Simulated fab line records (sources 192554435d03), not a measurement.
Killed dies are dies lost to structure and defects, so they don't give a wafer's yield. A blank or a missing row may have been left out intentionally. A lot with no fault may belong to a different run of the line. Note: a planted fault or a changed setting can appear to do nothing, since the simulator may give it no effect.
fab line records	flow n5Finfet
record: lots: 9	wafers: 27	lastDay: 16
route steps=1938 shown SD_EPI_N@271 BEOL_M4@1111 PASSIVATION@1936
lots untouched by any fault: they come from a run of this same line in which no faults occurred
startH: hours from the record's first day to the start of the lot's first wafer shown	waitH: how many hours have passed since the lot's step before this one	" as in the row above	L1.1+2: one row covering several wafers at once	- no value present, or no start provided	* or withheld: withheld	< > ~ a bound
route shown NAME@n: a module of which the file shows steps, and the number in the route of the first	usual: mean and standard deviation over wafers with no fault	same: alike in all rows	chamber/n: place in a boat	sites: readings site by site	_std_site: their standard deviation	_edge_site: the outer-site mean with the inner-site mean subtracted	radiusMm: for every site, how far away it sits from the centre of the wafer	mask NAME#n: copy n	behind: the most recent tool/chamber to have shaped the wafer	hold: why the lot went on hold/how many hours it stayed there/how the hold came to an end	device: the transistor (n, p or np) that didn't switch	end of line: at the end of the route, the tests of the same wafers	for a step that has no rows: nothing shown but its recipe	killed: at the first sort, the dies lost to defects and structure; wafer yield is something else	map: a wafer's dies, marking killed ones x, the rest . and places with no die _
set.NAME: setting as actually run; set.NAME@STEP: the setting as run at that earlier step	model.NAME: the simulator's own value behind a step, which no gauge read
the route's steps for a sample of lots (tables are steps, rows are wafers)
services: the hour from which a tool's chamber was out of use, counted from the record's first day as startH (under 0 if before that day), plus the number of hours and why
== steps ==
step: N5_SD_EPI_N_OVL_MEAS_10
recipe: pointsPerWafer: 44
usual: SD_N_BLK_OVL: -0.3/0.72
lot.wafer	tool	chamber	startH	waitH	SD_N_BLK_OVL[nm]
L423.1	overlay-02	0	49.77	0.0	0.8
L423.2	"	0	"	"	0.3
L423.3	"	0	"	"	0.5
L424.3	overlay-01	0	54.36	0.0	-0.3
L424.4	"	0	"	"	-1.0
L424.6	"	0	"	"	-0.9
L429.1	overlay-01	0	84.70	0.0	0.2
L429.4	"	0	"	"	0.1
L429.6	"	0	"	"	0.3
L430.1	overlay-02	0	95.73	0.0	1.0
L430.2	"	0	"	"	-0.7
L430.5	"	0	"	"	-0.7
L431.1	overlay-01	0	102.54	0.0	-0.9
L431.4	"	0	"	"	-1.1
L431.5	"	0	"	"	-1.4
L432.1	overlay-01	0	109.44	0.0	-1.4
L432.2	"	0	"	"	0.7
L432.5	"	0	"	"	-1.1
L435.1	overlay-02	0	126.41	0.0	0.2
L435.2	"	0	"	"	0.4
L435.4	"	0	"	"	-0.4
L441.2	overlay-01	0	161.66	0.0	-1.1
L441.5	"	0	"	"	0.3
L441.6	"	0	"	"	-1.9
L443.4	overlay-02	0	169.92	0.0	-0.8
L443.5	"	0	"	"	-1.3
L443.6	"	0	"	"	0.2
step: N5_SD_EPI_N_DESCUM_14
recipe: chemistry: O2	timeS: 7.9	sourcePowerW: 50	biasPowerW: 20	pressureMtorr: 20	rfFrequencyHz: 2.712e+07	tempC: 40	resist: CAR-ArF-block	o2FlowSccm: 225
usual: drypumpMotorCurrentA: 5.5/0.37	oesProductAu: 0.80/0.091	rfVppV: 243.1/1.6	showerheadPlenumPTorr: 2.09/0.084	throttleValvePct: 20.31/0.16
lot.wafer	tool	chamber	startH	waitH	drypumpMotorCurrentA	oesProductAu	rfHoursCounterH	rfVppV	showerheadPlenumPTorr	throttleValvePct
L423.1	rieDiel-05	2	50.16	0.4	5.9	0.75	147	244.6	2.20	20.33
L423.2	"	3	"	"	5.7	0.72	224	242.3	1.96	20.52
L423.3	"	0	"	"	4.9	0.88	31	243.4	2.13	19.95
L424.3	rieDiel-02	2	54.41	0.0	5.9	0.74	161	245.7	2.16	20.38
L424.4	"	2	"	"	5.9	0.74	-	244.1	2.16	20.39
L424.6	"	0	"	"	5.7	0.74	-	241.1	2.00	20.36
L429.1	rieDiel-04	2	84.76	0.0	4.8	0.95	9	242.1	2.06	20.33
L429.4	"	1	"	"	5.3	0.72	187	244.5	2.16	20.51
L429.6	"	2	"	"	4.8	0.95	-	240.7	2.06	20.33
L430.1	rieDiel-04	3	95.78	0.0	5.6	0.72	164	242.6	1.98	20.25
L430.2	"	0	"	"	5.8	0.72	167	241.2	1.98	20.45
L430.5	"	0	"	"	5.9	0.72	-	242.8	1.98	20.45
L431.1	rieDiel-02	0	102.70	0.1	5.6	0.73	176	240.7	1.99	20.37
L431.4	"	3	"	"	5.4	0.97	13	244.3	2.13	20.23
L431.5	"	1	"	"	5.0	0.93	-	242.1	2.16	20.20
L432.1	rieDiel-02	3	110.18	0.7	5.4	0.96	16	245.1	2.13	20.24
L432.2	"	0	"	"	5.6	0.73	179	241.0	1.99	20.40
L432.5	"	2	"	"	5.9	0.73	-	244.7	2.16	20.41
L435.1	rieDiel-04	3	126.46	0.0	5.7	0.71	175	242.2	1.98	20.25
L435.2	"	0	"	"	5.8	0.72	178	240.1	1.98	20.46
L435.4	"	2	"	"	4.8	0.92	22	242.7	2.06	20.35
L441.2	rieDiel-04	1	161.72	0.0	5.3	0.71	213	242.7	2.15	20.53
L441.5	"	0	"	"	5.8	0.70	-	240.5	1.97	20.48
L441.6	"	1	"	"	5.3	0.71	-	244.3	2.15	20.53
L443.4	rieDiel-02	3	170.08	0.1	5.4	0.91	-	243.4	2.13	20.25
L443.5	"	2	"	"	5.9	0.72	-	244.9	2.15	20.44
L443.6	"	0	"	"	5.7	0.72	-	241.6	1.99	20.41
step: N5_SD_EPI_N_ETCHBACK_44
recipe: chemistry: CH3F/O2	mode: anisotropicEtchback	target: SiNx	targetDepthA: 145	stopOn: SiO2	overEtchFrac: 0.3	ionEnergyEv: 120	pressureMtorr: 30	sourceW: 395	biasW: 73	Ar_flow_sccm: 150	CH3F_flow_sccm: 30	O2_flow_sccm: 20
usual: CH3F_flow_sccm: 30.00/0.081	O2_flow_sccm: 19.99/0.06	biasW: 73.04/0.21	drypumpMotorCurrentA: 5.5/0.37	oesProductAu: 0.68/0.072	rfVppV: 297/3.9	showerheadPlenumPTorr: 2.00/0.074	throttleValvePct: 16.29/0.24
lot.wafer	tool	chamber	startH	waitH	CH3F_flow_sccm	O2_flow_sccm	biasW	drypumpMotorCurrentA	oesProductAu	rfHoursCounterH	rfVppV	showerheadPlenumPTorr	throttleValvePct
L423.1	rieDiel-05	2	50.58	0.0	29.91	19.97	72.86	5.9	0.64	148	298	2.08	16.19
L423.2	"	3	"	"	30.19	20.09	72.74	5.7	0.61	225	295	1.89	16.58
L423.3	"	0	"	"	30.02	19.98	73.10	4.9	0.74	31	296	2.02	15.80
L424.3	rieDiel-02	2	54.83	0.0	30.06	19.90	72.98	5.9	0.64	161	291	2.08	16.47
L424.4	"	2	"	"	30.02	19.96	73.07	5.9	0.63	-	292	2.08	16.48
L424.6	"	0	"	"	29.96	20.00	73.00	5.7	0.63	-	303	1.92	16.38
L429.1	rieDiel-04	2	85.18	0.0	30.06	20.04	72.69	4.8	0.81	10	302	1.96	16.13
L429.4	"	1	"	"	29.95	20.06	73.27	5.3	0.62	187	294	2.08	16.57
L429.6	"	2	"	"	30.02	20.04	72.88	4.8	0.81	-	301	1.96	16.13
L430.1	rieDiel-04	3	96.20	0.0	-	-	-	-	-	-	-	-	-
L430.2	"	0	"	"	-	-	-	-	-	-	-	-	-
L430.5	"	0	"	"	-	-	-	-	-	-	-	-	-
L431.1	rieDiel-02	0	103.12	0.0	-	-	-	-	-	-	-	-	-
L431.4	"	3	"	"	-	-	-	-	-	-	-	-	-
L431.5	"	1	"	"	-	-	-	-	-	-	-	-	-
L432.1	rieDiel-02	3	110.59	0.0	-	-	-	-	-	-	-	-	-
L432.2	"	0	"	"	-	-	-	-	-	-	-	-	-
L432.5	"	2	"	"	-	-	-	-	-	-	-	-	-
L435.1	rieDiel-04	3	126.88	0.0	30.05	20.10	73.37	5.6	0.62	175	305	1.90	16.31
L435.2	"	0	"	"	30.10	20.02	73.32	5.9	0.61	178	293	1.91	16.50
L435.4	"	2	"	"	29.86	19.99	73.18	4.8	0.78	22	300	1.96	16.17
L441.2	rieDiel-04	1	162.13	0.0	29.98	20.05	73.14	5.3	0.61	213	294	2.07	16.61
L441.5	"	0	"	"	30.04	19.93	73.36	5.8	0.60	-	294	1.90	16.52
L441.6	"	1	"	"	29.81	20.01	73.17	5.3	0.61	-	295	2.07	16.61
L443.4	rieDiel-02	3	170.53	0.1	30.03	20.00	73.00	5.4	0.76	-	296	2.03	16.17
L443.5	"	2	"	"	30.08	19.89	73.29	5.9	0.62	-	290	2.07	16.54
L443.6	"	0	"	"	30.02	19.89	72.85	5.6	0.61	-	300	1.91	16.45
step: N5_SD_EPI_N_ETCH_16
recipe: chemistry: CHF3/O2	target: SiO2	targetDepthA: 50	maskMaterial: SOC	pressureMtorr: 30	sourceW: 650	biasW: 170	Ar_flow_sccm: 200	CHF3_flow_sccm: 50	O2_flow_sccm: 5	ionEnergyEv: 200
usual: biasW: 170.0/0.45	drypumpMotorCurrentA: 5.5/0.37	oesProductAu: 0.79/0.087	rfVppV: 523/7	showerheadPlenumPTorr: 2.41/0.085	throttleValvePct: 18.83/0.23
lot.wafer	tool	chamber	startH	waitH	biasW	drypumpMotorCurrentA	oesProductAu	rfHoursCounterH	rfVppV	showerheadPlenumPTorr	throttleValvePct
L423.1	rieDiel-05	2	50.78	0.1	170.1	5.9	0.76	148	526	2.50	18.71
L423.2	"	3	"	"	170.0	5.7	0.70	225	520	2.29	19.12
L423.3	"	0	"	"	169.3	5.0	0.86	31	521	2.44	18.34
L424.3	rieDiel-02	2	55.03	0.1	170.1	5.9	0.73	162	512	2.50	18.99
L424.4	"	2	"	"	169.7	5.9	0.75	-	511	2.50	18.98
L424.6	"	0	"	"	169.2	5.7	0.73	-	531	2.31	18.89
L429.1	rieDiel-04	2	85.38	0.1	169.4	4.8	0.94	10	532	2.37	18.73
L429.4	"	1	"	"	169.8	5.3	0.72	187	519	2.50	19.12
L429.6	"	2	"	"	170.1	4.8	0.94	-	532	2.37	18.73
L430.1	rieDiel-04	3	96.40	0.1	170.4	5.7	0.72	165	536	2.30	18.81
L430.2	"	0	"	"	170.1	5.9	0.72	167	517	2.30	18.99
L430.5	"	0	"	"	170.2	5.9	0.72	-	518	2.30	18.98
L431.1	rieDiel-02	0	103.32	0.1	169.6	5.6	0.72	177	530	2.31	18.91
L431.4	"	3	"	"	170.5	5.4	0.95	13	521	2.45	18.69
L431.5	"	1	"	"	170.3	5.0	0.92	-	516	2.47	18.61
L432.1	rieDiel-02	3	110.79	0.1	170.3	5.4	0.94	16	523	2.45	18.68
L432.2	"	0	"	"	170.0	5.7	0.72	179	528	2.31	18.91
L432.5	"	2	"	"	170.8	5.9	0.74	-	511	2.50	19.01
L435.1	rieDiel-04	3	127.08	0.1	169.3	5.6	0.71	175	536	2.29	18.83
L435.2	"	0	"	"	169.7	5.9	0.72	178	519	2.30	19.02
L435.4	"	2	"	"	170.0	4.8	0.91	22	532	2.36	18.74
L441.2	rieDiel-04	1	162.33	0.1	169.7	5.3	0.70	213	518	2.49	19.16
L441.5	"	0	"	"	170.7	5.8	0.69	-	517	2.30	19.04
L441.6	"	1	"	"	169.6	5.3	0.70	-	517	2.49	19.16
L443.4	rieDiel-02	3	170.70	0.0	170.0	5.4	0.90	-	521	2.44	18.73
L443.5	"	2	"	"	170.8	5.9	0.73	-	510	2.49	19.04
L443.6	"	0	"	"	170.4	5.7	0.70	-	529	2.30	18.94
step: N5_SD_EPI_N_EPI_MEAS_23
recipe: mode: xrd
usual: thkNm: 59.0/1.3
lot.wafer	tool	chamber	startH	waitH	thkNm
L423.1	filmMetro-01	-	54.30	1.9	59.7
L423.2	"	-	"	"	59.3
L423.3	"	-	"	"	59.3
L424.3	filmMetro-02	-	57.82	0.9	58.0
L424.4	"	-	"	"	59.2
L424.6	"	-	"	"	59.4
L429.1	filmMetro-01	-	88.15	1.4	59.6
L429.4	"	-	"	"	60.3
L429.6	"	-	"	"	60.9
L430.1	filmMetro-02	-	99.19	1.4	0.9
L430.2	"	-	"	"	0.5
L430.5	"	-	"	"	0.9
L431.1	filmMetro-02	-	106.09	1.4	0.0
L431.4	"	-	"	"	1.9
L431.5	"	-	"	"	0.7
L432.1	filmMetro-02	-	114.31	1.9	1.7
L432.2	"	-	"	"	1.7
L432.5	"	-	"	"	0.4
L435.1	filmMetro-02	-	130.60	1.9	58.2
L435.2	"	-	"	"	57.5
L435.4	"	-	"	"	58.8
L441.2	filmMetro-01	-	165.85	1.5	57.7
L441.5	"	-	"	"	58.5
L441.6	"	-	"	"	57.5
L443.4	filmMetro-01	-	173.46	0.6	58.2
L443.5	"	-	"	"	59.2
L443.6	"	-	"	"	60.4
step: N5_BEOL_M4_RC_MEAS_101
usual: DIBL_N: 36.9/1.7	DIBL_P: 36.7/2.1	IOFF_N: 0.17/0.032	IOFF_P: 0.22/0.036	ION_N: 674/12	ION_P: 461/7	SS_N: 71.7/0.6	SS_P: 73.4/0.67	VT_N: 249/3.1	VT_P: -250/3.2
lot.wafer	tool	chamber	startH	waitH	DIBL_N[mV/V]	DIBL_P[mV/V]	IOFF_N[nA/um]	IOFF_P[nA/um]	ION_N[uA/um]	ION_P[uA/um]	SS_N[mV/dec]	SS_P[mV/dec]	VT_N[mV]	VT_P[mV]
L423.1	prober-01	0	169.52	0.0	35.5	35.5	0.14	0.18	657	448	71.7	72.8	253	-254
L423.2	"	0	"	"	36.4	36.6	0.15	0.20	674	464	71.3	73.2	254	-251
L423.3	"	0	"	"	35.7	34.9	0.14	0.18	666	456	70.9	73.1	250	-251
L424.3	prober-02	0	192.31	0.3	37.7	37.5	0.18	0.22	674	463	71.6	73.8	250	-249
L424.4	"	0	"	"	36.5	35.6	0.16	0.19	666	456	71.3	73.2	250	-252
L424.6	"	0	"	"	36.5	36.0	0.16	0.19	676	453	71.7	73.5	250	-252
L429.1	prober-01	0	196.96	0.0	38.8	41.7	0.23	0.27	694	468	72.2	74.3	245	-251
L429.4	"	0	"	"	36.9	38.2	0.18	0.21	676	452	71.8	73.9	250	-252
L429.6	"	0	"	"	37.5	38.4	0.19	0.21	683	456	71.6	74.3	248	-254
L435.1	prober-01	0	240.87	0.0	37.7	38.5	0.19	0.26	688	475	72.3	73.5	248	-245
L435.2	"	0	"	"	34.9	36.7	0.14	0.21	677	466	70.8	73.7	253	-249
L435.4	"	0	"	"	36.2	37.5	0.16	0.23	677	461	72.2	72.3	248	-246
L441.2	prober-02	0	279.27	0.2	36.3	35.0	0.17	0.26	681	470	71.5	72.7	247	-245
L441.5	"	0	"	"	34.8	33.8	0.13	0.23	668	469	71.8	72.6	254	-245
L441.6	"	0	"	"	37.2	35.8	0.18	0.26	681	471	71.3	73.8	247	-245
L443.4	prober-01	0	289.45	0.5	35.4	37.3	0.16	0.21	681	464	71.1	73.6	248	-250
L443.5	"	0	"	"	37.0	37.7	0.17	0.22	682	465	70.8	73.7	248	-249
L443.6	"	0	"	"	35.2	37.1	0.15	0.21	682	461	71.0	73.0	250	-249
step: N5_PASSIVATION_PROBE_49
usual: defectLimitedYield: 91.7/1.5	killed_at_M0_to_M3: 32/9.6	killed_at_M4_up: 13/5.3	killedAtContacts: 12/6.8	killedAtFrontEnd: 36/9.8	killedAtOther: 4/3.1	killedDies: 98/17	killedOnRim: 13/4	killedOpen: 65/13	killedShort: 32/8.5	sort_bin_5_function: 4.9/0.93	sort_bin_6_memory: 3.2/0.67	sort_bin_8_speed: 0.00/0.02	sortNPass: 1082/17
same: grossDies: 1180	killedAtBackSide: 0	sort_bin_4_leakage[%]: 0
lot.wafer	tool	chamber	startH	waitH	defectLimitedYield[%]	killed_at_M0_to_M3	killed_at_M4_up	killedAtContacts	killedAtFrontEnd	killedAtOther	killedDies	killedOnRim	killedOpen	killedShort	sort_bin_5_function[%]	sort_bin_6_memory[%]	sort_bin_8_speed[%]	sortNPass
L423.1	prober-01	-	272.12	0.0	92.8	33	10	14	28	0	85	8	63	21	4.7	2.4	0	1095
L423.2	prober-01	-	272.17	0.1	91.0	34	6	27	37	2	106	11	71	34	4.6	4.4	0	1074
L423.3	prober-01	-	272.22	0.1	91.3	42	7	15	37	2	103	12	64	38	5.3	3.1	0	1077
L424.3	prober-02	-	288.37	0.1	92.3	50	7	9	21	4	91	14	54	36	4.4	3.1	0	1089
L424.4	prober-02	-	288.42	0.2	91.9	39	8	10	35	4	96	11	64	32	4.6	3.2	0	1084
L424.6	prober-02	-	288.52	0.3	92.7	37	12	4	27	6	86	15	50	35	3.8	3.2	0	1094
L430.1	prober-02	-	306.07	0.0	0	33	16	8	1121	2	1180	152	73	32	96.1	3.5	0	0
L430.2	prober-02	-	306.12	0.1	0	28	15	14	1123	0	1180	152	69	28	96.2	3.6	0	0
L430.5	prober-02	-	306.27	0.2	0	20	11	8	1137	4	1180	152	57	20	96.9	3.0	0	0
L429.1	prober-01	-	306.38	0.0	91.1	17	15	13	45	15	105	14	68	35	5.7	3.0	0	1075
L429.4	prober-01	-	306.53	0.2	90.0	44	11	16	41	6	118	12	81	37	5.6	3.8	0	1062
L429.6	prober-01	-	306.63	0.3	92.2	20	19	14	35	4	92	12	57	35	4.2	3.2	0	1088
L431.1	prober-02	-	309.88	0.0	0	23	24	20	1111	2	1180	152	81	22	96.4	3.3	0	0
L431.4	prober-02	-	310.03	0.2	0	28	23	30	1097	2	1180	152	76	36	95.8	4.0	0	0
L431.5	prober-02	-	310.08	0.2	0	31	25	31	1088	5	1180	152	70	56	95.4	4.1	0	0
L432.1	prober-01	-	318.32	0.0	0	39	11	11	1116	3	1180	152	88	41	95.5	4.0	0	0
L432.2	prober-01	-	318.37	0.1	0	38	12	17	1110	3	1180	152	79	30	96.0	3.5	0	0
L432.5	prober-01	-	318.52	0.2	0	35	6	8	1129	2	1180	152	62	18	97.5	2.4	0	0
L435.1	prober-02	-	361.30	1.2	90.7	39	13	11	44	3	110	20	75	32	5.8	3.4	0.08	1070
L435.2	prober-02	-	361.35	1.3	92.4	26	8	9	45	2	90	9	60	30	4.2	3.3	0	1090
L435.4	prober-02	-	361.45	1.4	91.4	27	7	21	45	2	102	18	68	34	5.3	3.2	0	1078
L441.2	prober-01	-	386.76	0.1	91.1	15	9	33	45	3	105	8	63	40	5.5	3.0	0	1075
L441.5	prober-01	-	386.91	0.2	90.8	18	12	21	54	4	109	16	78	26	5.0	4.2	0	1071
L441.6	prober-01	-	386.96	0.3	93.7	17	7	11	34	5	74	4	49	21	3.5	2.7	0	1106
killed by level:class
L423.1 BEOL_M0_SAQP:geometricParticle:open=14 STI_FIN_REVEAL:geometricParticle:open=12 MOL_CONTACT_COAG:geometricParticle:open=12 BEOL_M0_SAQP:geometricParticle:short=8 FIN_SAQP:geometricParticle:short=5 BEOL_M3:geometricParticle:open=5 FIN_SAQP:geometricParticle:open=4 BEOL_M1:geometricParticle:open=3
L423.2 MOL_CONTACT_COAG:geometricParticle:open=21 BEOL_M0_SAQP:geometricParticle:open=10 STI_FIN_REVEAL:geometricParticle:open=9 GATE_CUT:geometricParticle:short=7 BEOL_M3:geometricParticle:open=7 MOL_CONTACT_COAG:geometricParticle:short=6 DUMMY_GATE:geometricParticle:open=4 BEOL_M0_SAQP:geometricParticle:short=4
L423.3 BEOL_M0_SAQP:geometricParticle:short=15 MOL_CONTACT_COAG:geometricParticle:open=13 BEOL_M0_SAQP:geometricParticle:open=11 FIN_SAQP:geometricParticle:short=8 STI_FIN_REVEAL:geometricParticle:open=7 DUMMY_GATE:geometricParticle:open=7 FIN_SAQP:geometricParticle:open=6 BEOL_M3:geometricParticle:open=6
L424.3 BEOL_M0_SAQP:geometricParticle:open=12 BEOL_M0_SAQP:geometricParticle:short=10 BEOL_M2:geometricParticle:open=9 MOL_CONTACT_COAG:geometricParticle:open=6 BEOL_M3:geometricParticle:open=6 BEOL_M0:geometricParticle:short=5 FIN_SAQP:geometricParticle:short=4 DUMMY_GATE:geometricParticle:open=3
L424.4 DUMMY_GATE:geometricParticle:open=13 MOL_CONTACT_COAG:geometricParticle:open=8 FIN_SAQP:geometricParticle:short=7 BEOL_M2:geometricParticle:open=7 BEOL_M3:geometricParticle:open=7 BEOL_M1:geometricParticle:short=6 BEOL_M1:geometricParticle:open=6 BEOL_M0_SAQP:geometricParticle:open=5
L424.6 BEOL_M0_SAQP:geometricParticle:short=14 BEOL_M0_SAQP:geometricParticle:open=11 FIN_SAQP:geometricParticle:short=4 BEOL_M2:geometricParticle:open=4 BEOL_M4:geometricParticle:open=4 FIN_SAQP:geometricParticle:open=3 STI_FIN_REVEAL:geometricParticle:open=3 DUMMY_GATE:geometricParticle:open=3
L430.1 SD_EPI_N:areaEtchback=1073 STI_FIN_REVEAL:geometricParticle:open=13 BEOL_M0_SAQP:geometricParticle:open=13 FIN_SAQP:geometricParticle:open=12 MOL_CONTACT_COAG:geometricParticle:open=8 BEOL_M0_SAQP:geometricParticle:short=7 BEOL_M1:geometricParticle:open=5 FIN_SAQP:geometricParticle:short=4
L430.2 SD_EPI_N:areaEtchback=1080 STI_FIN_REVEAL:geometricParticle:open=13 MOL_CONTACT_COAG:geometricParticle:open=12 FIN_SAQP:geometricParticle:short=8 BEOL_M1:geometricParticle:open=8 BEOL_M0_SAQP:geometricParticle:open=6 FIN_SAQP:geometricParticle:open=5 BEOL_M0_SAQP:geometricParticle:short=5
L430.5 SD_EPI_N:areaEtchback=1101 STI_FIN_REVEAL:geometricParticle:open=15 GATE_CUT:geometricParticle:short=7 MOL_CONTACT_COAG:geometricParticle:open=7 BEOL_M2:geometricParticle:open=6 DUMMY_GATE:geometricParticle:open=4 BEOL_M0_SAQP:geometricParticle:open=4 BEOL_M3:geometricParticle:open=4
L429.1 FIN_SAQP:geometricParticle:open=13 FIN_SAQP:geometricParticle:short=9 MOL_CONTACT_COAG:geometricParticle:open=9 STI_FIN_REVEAL:geometricParticle:open=8 BEOL_M3:geometricParticle:open=8 GATE_CUT:geometricParticle:short=4 MOL_CONTACT_COAG:geometricParticle:short=4 BEOL_M0_SAQP:geometricParticle:short=4
L429.4 MOL_CONTACT_COAG:geometricParticle:open=14 BEOL_M0_SAQP:geometricParticle:short=12 BEOL_M0_SAQP:geometricParticle:open=10 STI_FIN_REVEAL:geometricParticle:open=10 DUMMY_GATE:geometricParticle:open=8 BEOL_M3:geometricParticle:open=8 BEOL_M1:geometricParticle:open=6 STARTING-WAFER:geometricParticle:short=6
L429.6 STI_FIN_REVEAL:geometricParticle:open=11 MOL_CONTACT_COAG:geometricParticle:open=11 BEOL_M4:geometricParticle:open=9 FIN_SAQP:geometricParticle:short=8 BEOL_M3:geometricParticle:open=5 FIN_SAQP:geometricParticle:open=4 BEOL_M4:geometricParticle:short=4 DUMMY_GATE:geometricParticle:open=3
L431.1 SD_EPI_N:areaEtchback=1077 MOL_CONTACT_COAG:geometricParticle:open=16 STI_FIN_REVEAL:geometricParticle:open=12 BEOL_M4:geometricParticle:open=9 FIN_SAQP:geometricParticle:short=6 BEOL_M0_SAQP:geometricParticle:open=6 DUMMY_GATE:geometricParticle:open=5 BEOL_M0:geometricParticle:open=5
L431.4 SD_EPI_N:areaEtchback=1065 MOL_CONTACT_COAG:geometricParticle:open=25 BEOL_M4:geometricParticle:open=13 FIN_SAQP:geometricParticle:short=7 BEOL_M0_SAQP:geometricParticle:short=7 BEOL_M3:geometricParticle:open=6 STI_FIN_REVEAL:geometricParticle:open=5 MOL_CONTACT_COAG:geometricParticle:short=5
L431.5 SD_EPI_N:areaEtchback=1053 MOL_CONTACT_COAG:geometricParticle:open=26 FIN_SAQP:geometricParticle:short=12 BEOL_M4:geometricParticle:short=10 BEOL_M0_SAQP:geometricParticle:short=10 BEOL_M4:geometricParticle:open=9 BEOL_M0_SAQP:geometricParticle:open=7 FIN_SAQP:geometricParticle:open=5
L432.1 SD_EPI_N:areaEtchback=1051 FIN_SAQP:geometricParticle:open=30 FIN_SAQP:geometricParticle:short=21 BEOL_M1:geometricParticle:open=13 MOL_CONTACT_COAG:geometricParticle:open=10 BEOL_M0_SAQP:geometricParticle:open=10 BEOL_M2:geometricParticle:open=9 DUMMY_GATE:geometricParticle:short=4
L432.2 SD_EPI_N:areaEtchback=1069 MOL_CONTACT_COAG:geometricParticle:open=15 BEOL_M3:geometricParticle:open=15 FIN_SAQP:geometricParticle:open=13 STI_FIN_REVEAL:geometricParticle:open=8 FIN_SAQP:geometricParticle:short=7 BEOL_M2:geometricParticle:open=7 BEOL_M0_SAQP:geometricParticle:open=6
L432.5 SD_EPI_N:areaEtchback=1099 BEOL_M1:geometricParticle:open=12 FIN_SAQP:geometricParticle:open=9 MOL_CONTACT_COAG:geometricParticle:open=8 BEOL_M2:geometricParticle:open=7 STI_FIN_REVEAL:geometricParticle:open=6 BEOL_M0_SAQP:geometricParticle:short=5 BEOL_M3:geometricParticle:open=5
L435.1 STI_FIN_REVEAL:geometricParticle:open=11 MOL_CONTACT_COAG:geometricParticle:open=11 BEOL_M0_SAQP:geometricParticle:open=8 BEOL_M1:geometricParticle:open=8 FIN_SAQP:geometricParticle:open=7 FIN_SAQP:geometricParticle:short=6 BEOL_M2:geometricParticle:open=6 BEOL_M4:geometricParticle:open=5
L435.2 STI_FIN_REVEAL:geometricParticle:open=12 FIN_SAQP:geometricParticle:open=9 FIN_SAQP:geometricParticle:short=8 BEOL_M0_SAQP:geometricParticle:open=8 MOL_CONTACT_COAG:geometricParticle:open=7 BEOL_M0_SAQP:geometricParticle:short=7 BEOL_M3:geometricParticle:open=5 GATE_CUT:geometricParticle:short=4
L435.4 MOL_CONTACT_COAG:geometricParticle:open=19 STI_FIN_REVEAL:geometricParticle:open=17 BEOL_M0_SAQP:geometricParticle:short=7 BEOL_M1:geometricParticle:open=6 GATE_CUT:geometricParticle:short=5 FIN_SAQP:geometricParticle:short=4 GATE_CUT:geometricParticle:open=4 FIN_SAQP:geometricParticle:open=3
L441.2 MOL_CONTACT_COAG:geometricParticle:open=26 STI_FIN_REVEAL:geometricParticle:open=11 FIN_SAQP:geometricParticle:short=7 MOL_CONTACT_COAG:geometricParticle:short=7 BEOL_M4:geometricParticle:open=6 BEOL_M0_SAQP:geometricParticle:open=5 BEOL_M0_SAQP:geometricParticle:short=5 FIN_SAQP:geometricParticle:open=4
L441.5 STI_FIN_REVEAL:geometricParticle:open=22 MOL_CONTACT_COAG:geometricParticle:open=17 GATE_CUT:geometricParticle:short=9 STI_FIN_REVEAL:geometricParticle:short=7 BEOL_M4:geometricParticle:open=6 BEOL_M2:geometricParticle:open=5 BEOL_M3:geometricParticle:open=4 BEOL_M1:geometricParticle:open=4
L441.6 STI_FIN_REVEAL:geometricParticle:open=11 MOL_CONTACT_COAG:geometricParticle:open=8 BEOL_M3:geometricParticle:open=5 BEOL_M4:geometricParticle:open=4 GATE_CUT:geometricParticle:open=3 BEOL_M1:geometricParticle:open=3 STARTING-WAFER:geometricParticle:short=3 STI_FIN_REVEAL:geometricParticle:short=2
== services ==
tool	chamber	startH	hours	kind
rieDiel-02	3	26.26	-	clean
rieDiel-02	3	26.26	-	consumableReplace:focusRing
rieDiel-02	3	26.26	27.9	scheduledDown
rieDiel-02	3	26.26	27.9	ventCycle
rieDiel-04	2	49.28	-	clean
rieDiel-04	2	49.28	-	consumableReplace:focusRing
rieDiel-04	2	49.28	15.3	scheduledDown
rieDiel-04	2	49.28	15.3	ventCycle
rieDiel-02	1	54.22	-	clean
rieDiel-02	1	54.22	-	consumableReplace:focusRing
rieDiel-02	1	54.22	14.8	scheduledDown
rieDiel-02	1	54.22	14.8	ventCycle
rieDiel-02	-	63.38	14.6	pm
rieDiel-04	-	99.96	4.3	pm
rieDiel-02	-	110.97	2.8	pm
rieDiel-05	0	113.45	3.9	repair
rieDiel-05	-	116.55	0.5	repair
rieDiel-05	3	117.37	-	clean
rieDiel-05	3	117.37	-	consumableReplace:focusRing
rieDiel-05	3	117.37	-	consumableReplace:showerhead
rieDiel-05	3	117.37	14.9	scheduledDown
rieDiel-04	3	144.48	1.3	repair
rieDiel-04	1	165.57	6.6	repair
rieDiel-02	1	169.13	2.1	repair
== key ==
firstSign: step: N5_SD_EPI_N_ETCHBACK_44	reading: toolRecord	direction: missing
effect: step: N5_SD_EPI_N_EPI_MEAS_23	reading: thkNm	direction: down	sigmas: 45	usual: *	struck: *
effect: step: N5_PASSIVATION_PROBE_49	reading: killedAtFrontEnd	direction: up	sigmas: 99+	usual: 36	struck: 1115
moreKillsBornAt: N5_SD_EPI_N_ETCHBACK_44@rieDiel-02: 6414	N5_SD_EPI_N_ETCHBACK_44@rieDiel-04: 3254
metAt N5_SD_EPI_N_ETCHBACK_44
struckLots L430,L431,L432
laterRowsLeftOut L430.1,L430.2,L430.5,L431.1,L431.4,L431.5,L432.1,L432.2,L432.5
notActingAt N5_SD_EPI_N_OVL_MEAS_10,N5_SD_EPI_N_DESCUM_14,N5_SD_EPI_N_ETCH_16
onsetBetween 85.18 96.20
fault: kind: skippedStepWhole	tool: rieDiel-02,rieDiel-04	chamber: -	onsetH: 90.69	steps: N5_SD_EPI_N_ETCHBACK_44	scope: struckLotsOnly
laterRowsLeftOut: the simulator's readings of these wafers behind a module that went badly wrong aren't trusted and aren't shown, but for the sort
